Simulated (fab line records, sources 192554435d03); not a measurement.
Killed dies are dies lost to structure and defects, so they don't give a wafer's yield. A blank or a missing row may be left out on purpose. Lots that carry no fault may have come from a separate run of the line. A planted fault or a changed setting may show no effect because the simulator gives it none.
Chamber matching / flow n5_finfet / 4 sister chambers for N5_HKMG_FIN_ETCH_58 on rie_diel-01
The step etches SOC in N2/H2, target depth 215.8 nm, time 741 s. 4 wafers are shown with their chamber, then 8 later ones without.

## EACH WAFER AND ITS CHAMBER
wafer=L083.5; chamber=0; drypump_motor_current_A (A)=6.1
wafer=L084.2; chamber=2; drypump_motor_current_A (A)=6.4
wafer=L088.6; chamber=3; drypump_motor_current_A (A)=5.7
wafer=L090.3; chamber=1; drypump_motor_current_A (A)=5.3

## WAFERS WITHOUT THEIR CHAMBER
wafer=L090.5; drypump_motor_current_A (A)=5.3
wafer=L090.6; drypump_motor_current_A (A)=6.1
wafer=L095.1; drypump_motor_current_A (A)=5.7
wafer=L095.5; drypump_motor_current_A (A)=6.1
wafer=L095.6; drypump_motor_current_A (A)=5.7
wafer=L097.1; drypump_motor_current_A (A)=5.3
wafer=L097.3; drypump_motor_current_A (A)=6.3
wafer=L097.5; drypump_motor_current_A (A)=5.7

## THE CHAMBER EACH PASSED THROUGH
wafer=L090.5; from the rows above=1; in truth=1
wafer=L090.6; from the rows above=0; in truth=0
wafer=L095.1; from the rows above=3; in truth=3
wafer=L095.5; from the rows above=0; in truth=0
wafer=L095.6; from the rows above=3; in truth=3
wafer=L097.1; from the rows above=1; in truth=1
wafer=L097.3; from the rows above=2; in truth=2
wafer=L097.5; from the rows above=3; in truth=3
Placed correctly: 8 of 8. Left unplaced by these rows: 0. 0 placed wrongly.
How it was worked out, from the rows above alone: a wafer's distance from a chamber is the root of the sum, over the readings, of the square of ((its reading less the chamber's mean) divided by the reading's scatter). The wafer belongs to the nearest chamber; if the next one is less than 2 further off, it can't be placed. The mean given for a chamber averages the wafers shown for that chamber. The scatter: with one shown wafer a chamber, the root of the mean of the squares of how far each hidden wafer lies from its nearest shown one.
